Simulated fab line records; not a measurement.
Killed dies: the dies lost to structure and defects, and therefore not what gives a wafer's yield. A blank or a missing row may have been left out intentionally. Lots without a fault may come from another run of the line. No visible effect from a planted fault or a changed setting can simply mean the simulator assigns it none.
fab line records	flow n5Finfet
record: lots: 6	wafers: 18	lastDay: 17
route steps=1938 shown PASSIVATION@1917
lots that met no fault: taken from a fault-free run of the same line
startH: the number of hours between the record's first day and the start of the first shown wafer of the lot	waitH: time in hours since the lot's previous step	" the same as in the row above	L1.1+2: a single row standing in for several wafers	- either no value or no given start	* or withheld: withheld	< > ~ a bound
route shown NAME@n: names a module that has steps shown in the file, with the first one's number in the route	usual: average and standard deviation across the fault-free wafers	same: alike in all rows	chamber/n: place in a boat	sites: the reading at each site	_std_site: how widely they spread, as a standard deviation	_edge_site: inner sites' mean taken away from outer sites' mean	radiusMm: for every site, how far away it sits from the centre of the wafer	mask NAME#n: copy n	behind: the last tool/chamber to shape the wafer	hold: reason for holding the lot/hours on hold/outcome of the hold	device: the transistor (n, p or np) that didn't switch	end of line: at the end of the route, the tests of the same wafers	step lacking rows: just its recipe	killed: count of dies lost to structure and defects at first sort (not the wafer's yield)	map: a wafer's dies, x killed, . not, _ none there
set.NAME: the run value of the setting; set.NAME@STEP: its run value at that earlier step	model.NAME: the simulator's own value behind a step, which no gauge read
certain route steps with their lots: each step a table, each wafer a row
services: the hour from which a tool's chamber was out of use, counted from the record's first day as startH (under 0 if before that day), plus the number of hours and why
== steps ==
step: N5_PASSIVATION_HMDS_37
recipe: timeS: 60	tempC: 120
step: N5_PASSIVATION_COAT_38
recipe: spinRpm: 3000	resistThkNm: withheld
step: N5_PASSIVATION_EBR_40
recipe: solvent: PGMEA	ebrWidthMm: 1.5
step: N5_PASSIVATION_SOFTBAKE_39
recipe: tempC: 110	timeS: 120
step: N5_PASSIVATION_EXPOSE_41
recipe: maskId: PASS_OPEN	na: 0.55	defocusNm: 0	sourceShape: conventional	sigmaOuter: 0.8	polarization: unpolarized	targetCdNm: 40000	doseMj: 57.25
step: N5_PASSIVATION_PEB_42
recipe: pebTempC: withheld	pebTimeS: *
step: N5_PASSIVATION_DEVELOP_43
recipe: developTimeS: 60	rinseLiquid: diw	dry: airSpin	devTempC: 21
step: N5_PASSIVATION_HARDBAKE_45
recipe: tempC: 130	timeS: 120
step: N5_PASSIVATION_CD_MEAS_44
recipe: targetCdNm: 40000	landingEnergyEv: 500	detector: seInlens
usual: cdNm: 40000/3.7
lot.wafer	tool	chamber	startH	waitH	cdNm
L443.1	cdSem-01	0	325.36	-	39994
L443.5	"	0	"	"	39993
L443.6	"	0	"	"	39999
L444.2	cdSem-02	0	345.69	-	40005
L444.3	"	0	"	"	40002
L444.6	"	0	"	"	40002
L449.2	cdSem-03	0	370.72	-	39995
L449.4	"	0	"	"	40005
L449.6	"	0	"	"	39994
L450.1	cdSem-02	0	377.96	-	40003
L450.3	"	0	"	"	40003
L450.5	"	0	"	"	40002
L453.2	cdSem-01	0	394.88	-	40001
L453.3	"	0	"	"	40003
L453.4	"	0	"	"	40007
L454.3	cdSem-02	0	411.73	-	40004
L454.4	"	0	"	"	40002
L454.6	"	0	"	"	40004
step: N5_PASSIVATION_OVL_MEAS_66
recipe: pointsPerWafer: 44
usual: PASS_OPEN_OVL: -3/4.9
lot.wafer	tool	chamber	startH	waitH	PASS_OPEN_OVL[nm]
L443.1	overlay-01	0	325.39	0.0	-5
L443.5	"	0	"	"	-5
L443.6	"	0	"	"	2
L444.2	overlay-02	0	345.72	0.0	-10
L444.3	"	0	"	"	-4
L444.6	"	0	"	"	-10
L449.2	overlay-02	0	370.75	0.0	-2
L449.4	"	0	"	"	-9
L449.6	"	0	"	"	-3
L450.1	overlay-02	0	377.99	0.0	-11
L450.3	"	0	"	"	-4
L450.5	"	0	"	"	-3
L453.2	overlay-01	0	394.91	0.0	4
L453.3	"	0	"	"	5
L453.4	"	0	"	"	5
L454.3	overlay-02	0	411.76	0.0	0
L454.4	"	0	"	"	3
L454.6	"	0	"	"	-2
step: N5_PASSIVATION_INSPECT_67
recipe: mode: adi	inspectInstrument: macro
usual: rawDefectCount: 2.0/1.3
lot.wafer	tool	chamber	startH	waitH	rawDefectCount
L443.1	defectInspect-02	-	325.41	0.0	3
L443.5	"	-	"	"	4
L443.6	"	-	"	"	0
L444.2	defectInspect-01	-	345.74	0.0	2
L444.3	"	-	"	"	0
L444.6	"	-	"	"	2
L449.2	defectInspect-01	-	370.77	0.0	3
L449.4	"	-	"	"	1
L449.6	"	-	"	"	2
L450.1	defectInspect-02	-	378.01	0.0	2
L450.3	"	-	"	"	3
L450.5	"	-	"	"	3
L453.2	defectInspect-02	-	394.93	0.0	3
L453.3	"	-	"	"	2
L453.4	"	-	"	"	1
L454.3	defectInspect-01	-	411.78	0.0	1
L454.4	"	-	"	"	2
L454.6	"	-	"	"	2
step: N5_PASSIVATION_DESCUM_46
recipe: chemistry: O2	timeS: 7.9	sourcePowerW: 50	biasPowerW: 20	pressureMtorr: 20	rfFrequencyHz: 2.712e+07	tempC: 40	o2FlowSccm: 225
usual: drypumpMotorCurrentA: 5.5/0.38	oesProductAu: 0.80/0.078	rfVppV: 243.0/1.4	showerheadPlenumPTorr: 2.08/0.084	throttleValvePct: 20.4/0.3
same: timeS: 7.9
lot.wafer	tool	chamber	startH	waitH	drypumpMotorCurrentA	oesProductAu	rfHoursCounterH	rfVppV	showerheadPlenumPTorr	throttleValvePct
L443.1	rieDiel-05	0	325.45	0.0	4.9	0.68	245	240.9	1.95	20.5
L443.5	"	0	"	"	4.9	0.68	-	240.4	1.95	20.5
L443.6	"	3	"	"	5.0	0.93	-	244.6	2.14	20.1
L444.2	rieDiel-04	2	346.07	0.3	5.7	0.85	44	243.7	2.11	20.5
L444.3	"	0	"	"	6.0	0.83	70	242.9	2.12	20.2
L444.6	"	2	"	"	5.7	0.86	-	243.0	2.11	20.5
L449.2	rieDiel-04	0	371.02	0.2	6.0	0.81	79	244.0	2.11	20.2
L449.4	"	3	"	"	5.0	0.79	72	244.0	2.13	20.0
L449.6	"	2	"	"	5.6	0.84	-	244.2	2.10	20.5
L450.1	rieDiel-04	0	378.05	0.0	6.0	0.81	82	244.5	2.11	20.2
L450.3	"	1	"	"	5.6	0.87	61	245.4	2.19	20.1
L450.5	"	0	"	"	6.0	0.81	-	242.4	2.11	20.2
L453.2	rieDiel-01	0	394.97	0.0	6.0	0.83	112	243.0	1.99	20.1
L453.3	"	3	"	"	5.9	0.93	15	243.8	2.17	20.4
L453.4	"	2	"	"	5.4	0.76	147	243.6	2.14	20.8
L454.3	rieDiel-01	0	412.06	0.3	6.0	0.82	119	241.4	1.99	20.1
L454.4	"	1	"	"	5.2	0.70	235	242.3	2.04	20.5
L454.6	"	3	"	"	5.9	0.91	-	244.3	2.17	20.4
step: N5_PASSIVATION_PASS_ETCH_47
recipe: chemistry: CF4/O2	target: SiNx	targetDepthA: 7700	timeS: 385	ionEnergyEv: 100	pressureMtorr: 40	sourceW: 535	biasW: 49	Ar_flow_sccm: 100	cf4FlowSccm: 100	O2_flow_sccm: 10
usual: drypumpMotorCurrentA: 5.5/0.38	oesProductAu: 0.79/0.074	rfVppV: 245/9.4	runLengthS: 408.2/0.53	showerheadPlenumPTorr: 2.20/0.08	throttleValvePct: 15.83/0.26
lot.wafer	tool	chamber	startH	waitH	drypumpMotorCurrentA	oesProductAu	rfHoursCounterH	rfVppV	runLengthS	showerheadPlenumPTorr	throttleValvePct	model.etch.depthNm
L443.1	rieDiel-05	0	325.48	0.0	4.9	0.67	245	234	408.3	2.09	16.21	770.7
L443.5	"	0	"	"	4.8	0.68	-	235	408.2	2.09	16.19	779.9
L443.6	"	3	"	"	5.0	0.93	-	236	408.4	2.25	15.60	803.5
L444.2	rieDiel-04	2	346.11	0.0	5.7	0.85	44	255	408.8	2.25	15.97	745.8
L444.3	"	0	"	"	6.0	0.81	70	246	408.5	2.23	15.63	754.1
L444.6	"	2	"	"	5.7	0.84	-	257	409.0	2.25	15.99	752.5
L449.2	rieDiel-04	0	371.05	0.0	6.0	0.80	79	246	437.7	2.23	15.69	799.6
L449.4	"	3	"	"	5.1	0.81	73	236	436.8	2.22	15.39	868.7
L449.6	"	2	"	"	5.7	0.84	-	255	436.6	2.25	15.99	800.2
L450.1	rieDiel-04	0	378.08	0.0	6.0	0.80	82	246	437.4	2.23	15.65	809.3
L450.3	"	1	"	"	5.6	0.86	61	240	436.4	2.32	15.67	801
L450.5	"	0	"	"	6.0	0.80	-	246	437.0	2.23	15.65	803.3
L453.2	rieDiel-01	0	395.00	0.0	6.0	0.81	113	261	408.4	2.14	15.80	753.2
L453.3	"	3	"	"	6.0	0.91	15	258	408.8	2.24	15.63	801.1
L453.4	"	2	"	"	5.4	0.76	147	252	407.7	2.21	15.89	803.1
L454.3	rieDiel-01	0	412.10	0.0	6.0	0.80	119	260	408.9	2.14	15.79	739.2
L454.4	"	1	"	"	5.2	0.69	236	235	407.2	2.16	16.11	740.9
L454.6	"	3	"	"	5.9	0.89	-	259	408.7	2.24	15.63	785.8
step: N5_PASSIVATION_ETCH_54
recipe: chemistry: CHF3/O2	target: SiO2	targetDepthA: 8800	CHF3_flow_sccm: 50	O2_flow_sccm: 5	Ar_flow_sccm: 200	timeS: 440	maskMaterial: PR	pressureMtorr: 30	sourceW: 650	biasW: 170	ionEnergyEv: 200
usual: drypumpMotorCurrentA: 5.5/0.38	oesProductAu: 0.79/0.074	rfVppV: 533/20	showerheadPlenumPTorr: 2.40/0.094	throttleValvePct: 18.79/0.25
same: timeS: 440
lot.wafer	tool	chamber	startH	waitH	drypumpMotorCurrentA	oesProductAu	rfHoursCounterH	rfVppV	showerheadPlenumPTorr	throttleValvePct
L443.1	rieDiel-05	0	325.71	0.1	4.9	0.68	245	511	2.27	18.98
L443.5	"	0	"	"	4.9	0.67	-	511	2.27	18.98
L443.6	"	3	"	"	5.0	0.93	-	513	2.45	18.47
L444.2	rieDiel-04	2	346.34	0.1	5.7	0.86	44	554	2.47	19.03
L444.3	"	0	"	"	6.0	0.81	70	536	2.47	18.75
L444.6	"	2	"	"	5.7	0.86	-	553	2.47	19.03
L449.2	rieDiel-04	0	371.28	0.1	6.0	0.81	79	537	2.46	18.75
L449.4	"	3	"	"	5.1	0.80	73	512	2.44	18.32
L449.6	"	2	"	"	5.7	0.84	-	554	2.47	19.06
L450.1	rieDiel-04	0	378.31	0.1	6.0	0.81	82	536	2.46	18.76
L450.3	"	1	"	"	5.6	0.86	62	524	2.57	18.80
L450.5	"	0	"	"	6.0	0.81	-	537	2.46	18.76
L453.2	rieDiel-01	0	395.23	0.1	6.0	0.81	113	565	2.33	18.67
L453.3	"	3	"	"	6.0	0.91	15	562	2.46	18.57
L453.4	"	2	"	"	5.4	0.76	147	552	2.42	18.84
L454.3	rieDiel-01	0	412.33	0.1	6.0	0.82	119	564	2.32	18.68
L454.4	"	1	"	"	5.2	0.69	236	513	2.37	19.02
L454.6	"	3	"	"	5.9	0.89	-	562	2.45	18.58
step: N5_PASSIVATION_PROBE_49
usual: defectLimitedYield: 91.1/1.6	killed_at_M0_to_M3: 35/11	killed_at_M4_up: 13/5.4	killedAtContacts: 13/6.5	killedAtFrontEnd: 40/14	killedAtOther: 4/3.1	killedDies: 105/18	killedOpen: 69/14	killedShort: 34/7.3	sort_bin_5_function: 5.2/0.96	sort_bin_6_memory: 3.4/0.77	sort_bin_8_speed: 0.02/0.13	sortNPass: 1075/19	sortYieldPct: 91.1/1.6
same: grossDies: 1180	killedAtBackSide: 0	sort_bin_4_leakage[%]: 0
lot.wafer	tool	chamber	startH	waitH	defectLimitedYield[%]	killed_at_M0_to_M3	killed_at_M4_up	killedAtContacts	killedAtFrontEnd	killedAtOther	killedDies	killedOpen	killedShort	sort_bin_5_function[%]	sort_bin_6_memory[%]	sort_bin_8_speed[%]	sortNPass	sortYieldPct[%]
L443.1	prober-01	-	328.49	0.0	91.1	39	9	18	39	0	105	70	33	5.3	3.5	0	1075	91.1
L443.5	prober-01	-	328.69	0.2	92.4	26	10	13	41	0	90	53	36	3.8	3.3	0	1090	92.4
L443.6	prober-01	-	328.74	0.3	91.8	37	21	9	27	3	97	72	24	4.6	3.5	0	1083	91.8
L444.2	prober-01	-	349.18	0.1	91.9	22	3	15	52	3	95	65	30	4.4	3.4	0	1085	91.9
L444.3	prober-01	-	349.23	0.1	92.2	23	9	18	42	0	92	59	33	4.9	2.5	0	1088	92.2
L444.6	prober-01	-	349.38	0.3	90.8	28	8	6	63	3	108	75	32	5.0	3.9	0	1072	90.8
L449.2	prober-01	-	374.11	0.1	91.5	20	21	16	34	9	100	65	34	4.2	4.1	0	1080	91.5
L449.4	prober-01	-	374.21	0.2	91.4	39	19	7	30	7	102	71	31	5.3	3.1	0	1078	91.4
L449.6	prober-01	-	374.31	0.3	93.1	22	13	9	27	11	82	56	24	4.2	2.8	0	1098	93.1
L450.1	prober-02	-	381.14	0.0	87.1	50	12	13	75	2	152	97	55	6.9	5.3	0	1028	87.1
L450.3	prober-02	-	381.24	0.1	90.7	50	15	7	37	1	110	76	34	4.8	3.9	0	1070	90.7
L450.5	prober-02	-	381.34	0.2	89.5	34	19	16	54	1	124	86	38	5.8	4.7	0	1056	89.5
L453.2	prober-01	-	398.06	0.1	90.8	29	12	18	43	7	109	83	26	5.5	3.6	0	1071	90.8
L453.3	prober-01	-	398.11	0.1	90.3	33	18	15	38	10	114	70	40	4.8	4.4	0.08	1066	90.3
L453.4	prober-01	-	398.16	0.2	91.6	41	18	7	25	8	99	74	23	4.2	4.2	0	1081	91.6
L454.3	prober-01	-	415.76	0.1	90.6	25	18	24	42	2	111	83	26	5.8	3.1	0	1069	90.6
L454.4	prober-01	-	415.81	0.2	90.9	45	4	8	48	2	107	69	33	5.0	3.0	0	1073	90.9
L454.6	prober-01	-	415.91	0.3	91.8	30	12	19	24	12	97	62	32	4.5	3.6	0	1083	91.8
killed by level:class
L443.1 MOL_CONTACT_COAG:geometricParticle:open=13 BEOL_M0_SAQP:geometricParticle:open=11 BEOL_M2:geometricParticle:open=10 BEOL_M0_SAQP:geometricParticle:short=7 FIN_SAQP:geometricParticle:short=5 FIN_SAQP:geometricParticle:open=5 MOL_CONTACT_COAG:geometricParticle:short=5 DUMMY_GATE:geometricParticle:open=4
L443.5 GATE_CUT:geometricParticle:short=12 FIN_SAQP:geometricParticle:open=10 MOL_CONTACT_COAG:geometricParticle:open=8 GATE_CUT:geometricParticle:open=5 MOL_CONTACT_COAG:geometricParticle:short=5 BEOL_M0_SAQP:geometricParticle:short=4 BEOL_M3:geometricParticle:open=4 BEOL_M4:geometricParticle:open=4
L443.6 BEOL_M3:geometricParticle:open=11 BEOL_M4:geometricParticle:open=11 BEOL_M0_SAQP:geometricParticle:open=9 BEOL_M0_SAQP:geometricParticle:short=7 FIN_SAQP:geometricParticle:open=6 MOL_CONTACT_COAG:geometricParticle:open=6 STI_FIN_REVEAL:geometricParticle:open=5 BEOL_M0:geometricParticle:open=4
L444.2 STI_FIN_REVEAL:geometricParticle:open=15 MOL_CONTACT_COAG:geometricParticle:open=12 FIN_SAQP:geometricParticle:short=8 FIN_SAQP:geometricParticle:open=8 BEOL_M3:geometricParticle:open=7 BEOL_M1:geometricParticle:open=4 BEOL_M2:geometricParticle:open=4 STARTING-WAFER:geometricParticle:open=4
L444.3 MOL_CONTACT_COAG:geometricParticle:open=16 FIN_SAQP:geometricParticle:short=6 FIN_SAQP:geometricParticle:open=6 GATE_CUT:geometricParticle:short=6 BEOL_M0_SAQP:geometricParticle:short=5 BEOL_M2:geometricParticle:open=5 BEOL_M3:geometricParticle:open=5 STI_FIN_REVEAL:geometricParticle:open=4
L444.6 FIN_SAQP:geometricParticle:open=14 FIN_SAQP:geometricParticle:short=12 STI_FIN_REVEAL:geometricParticle:open=10 DUMMY_GATE:geometricParticle:open=9 BEOL_M1:geometricParticle:open=7 BEOL_M3:geometricParticle:open=6 GATE_CUT:geometricParticle:open=5 MOL_CONTACT_COAG:geometricParticle:open=5
L449.2 MOL_CONTACT_COAG:geometricParticle:open=13 FIN_SAQP:geometricParticle:open=7 BEOL_M4:geometricParticle:open=7 STI_FIN_REVEAL:geometricParticle:open=6 BEOL_M3:geometricParticle:open=6 FIN_SAQP:geometricParticle:short=5 BEOL_M0_SAQP:geometricParticle:short=5 PASS1_CAP:geometricParticle:open=4
L449.4 BEOL_M0_SAQP:geometricParticle:open=15 DUMMY_GATE:geometricParticle:open=7 BEOL_M0_SAQP:geometricParticle:short=7 BEOL_M4:geometricParticle:open=6 BEOL_M1:geometricParticle:open=6 STI_FIN_REVEAL:geometricParticle:open=5 FIN_SAQP:geometricParticle:open=4 MOL_CONTACT_COAG:geometricParticle:open=4
L449.6 FIN_SAQP:geometricParticle:open=7 MOL_CONTACT_COAG:geometricParticle:open=7 BEOL_M4:geometricParticle:open=7 STI_FIN_REVEAL:geometricParticle:open=6 BEOL_M2:geometricParticle:open=6 FIN_SAQP:geometricParticle:short=4 BEOL_M1:geometricParticle:open=4 BEOL_M0_SAQP:geometricParticle:short=4
L450.1 STI_FIN_REVEAL:geometricParticle:open=25 BEOL_M0_SAQP:geometricParticle:open=12 BEOL_M0_SAQP:geometricParticle:short=11 FIN_SAQP:geometricParticle:open=9 GATE_CUT:geometricParticle:short=9 BEOL_M1:geometricParticle:open=9 FIN_SAQP:geometricParticle:short=7 MOL_CONTACT_COAG:geometricParticle:open=7
L450.3 BEOL_M0_SAQP:geometricParticle:short=17 STI_FIN_REVEAL:geometricParticle:open=11 BEOL_M1:geometricParticle:open=11 BEOL_M3:geometricParticle:open=9 BEOL_M4:geometricParticle:open=8 BEOL_M0_SAQP:geometricParticle:open=7 STARTING-WAFER:geometricParticle:open=7 DUMMY_GATE:geometricParticle:open=6
L450.5 STI_FIN_REVEAL:geometricParticle:open=21 MOL_CONTACT_COAG:geometricParticle:open=13 FIN_SAQP:geometricParticle:open=10 BEOL_M0_SAQP:geometricParticle:short=10 BEOL_M0_SAQP:geometricParticle:open=8 BEOL_M4:geometricParticle:open=8 GATE_CUT:geometricParticle:short=5 BEOL_M1:geometricParticle:open=5
L453.2 FIN_SAQP:geometricParticle:open=16 MOL_CONTACT_COAG:geometricParticle:open=15 BEOL_M3:geometricParticle:open=12 BEOL_M2:geometricParticle:open=7 FIN_SAQP:geometricParticle:short=6 DUMMY_GATE:geometricParticle:open=5 MIM_TOP_ETCH:geometricParticle:open=5 ILD0:geometricParticle:short=4
L453.3 MOL_CONTACT_COAG:geometricParticle:open=13 BEOL_M1:geometricParticle:open=9 BEOL_M3:geometricParticle:open=9 STARTING-WAFER:geometricParticle:short=8 FIN_SAQP:geometricParticle:short=7 BEOL_M4:geometricParticle:open=6 FIN_SAQP:geometricParticle:open=5 DUMMY_GATE:geometricParticle:open=5
L453.4 BEOL_M3:geometricParticle:open=15 BEOL_M2:geometricParticle:open=14 MOL_CONTACT_COAG:geometricParticle:open=6 FIN_SAQP:geometricParticle:open=5 BEOL_M4:geometricParticle:open=5 BEOL_M8:geometricParticle:open=5 ILD0:geometricParticle:open=4 BEOL_M1:geometricParticle:open=4
L454.3 MOL_CONTACT_COAG:geometricParticle:open=21 BEOL_M0_SAQP:geometricParticle:open=12 FIN_SAQP:geometricParticle:open=11 BEOL_M0_SAQP:geometricParticle:short=6 STI_FIN_REVEAL:geometricParticle:open=5 DUMMY_GATE:geometricParticle:open=5 BEOL_M3:geometricParticle:open=5 BEOL_M4:geometricParticle:open=5
L454.4 FIN_SAQP:geometricParticle:open=12 BEOL_M0_SAQP:geometricParticle:open=12 BEOL_M1:geometricParticle:open=7 BEOL_M0_SAQP:geometricParticle:short=7 BEOL_M2:geometricParticle:open=7 BEOL_M3:geometricParticle:open=7 DUMMY_GATE:geometricParticle:open=5 GATE_CUT:geometricParticle:open=5
L454.6 MOL_CONTACT_COAG:geometricParticle:open=13 BEOL_M0_SAQP:geometricParticle:open=7 BEOL_M3:geometricParticle:open=7 MOL_CONTACT_COAG:geometricParticle:short=6 GATE_CUT:geometricParticle:short=5 STARTING-WAFER:geometricParticle:open=4 BEOL_M1:geometricParticle:short=4 FIN_SAQP:geometricParticle:open=3
== services ==
tool	chamber	startH	hours	kind
rieDiel-01	0	311.92	8.4	repair
rieDiel-05	0	314.81	2.2	repair
rieDiel-01	3	337.19	-	clean
rieDiel-01	3	337.19	-	consumableReplace:focusRing
rieDiel-01	3	337.19	15.0	scheduledDown
rieDiel-01	3	337.19	15.0	ventCycle
rieDiel-05	0	342.27	-	clean
rieDiel-05	0	342.27	-	consumableReplace:focusRing
rieDiel-05	0	342.27	-	consumableReplace:showerhead
rieDiel-05	0	342.27	16.1	scheduledDown
rieDiel-05	0	342.27	16.1	ventCycle
== key ==
firstSign: step: N5_PASSIVATION_PASS_ETCH_47	reading: runLengthS	direction: up	sigmas: 54	usual: *	struck: *
effect none on later readings
modelEffect: step: N5_PASSIVATION_PASS_ETCH_47	value: etch.depthNm	without: 757.4	struck: 813.7
metAt N5_PASSIVATION_PASS_ETCH_47
struckWafers L449.2,L449.4,L449.6,L450.1,L450.3,L450.5
onsetBetween 346.11 371.05
fault: kind: processParameterDrift	tool: rieDiel-04	chamber: -	onsetH: 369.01	steps: N5_PASSIVATION_PASS_ETCH_47	channel: timeS	offset: *	shape: step	endH: 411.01	actsIn: *	stated: *
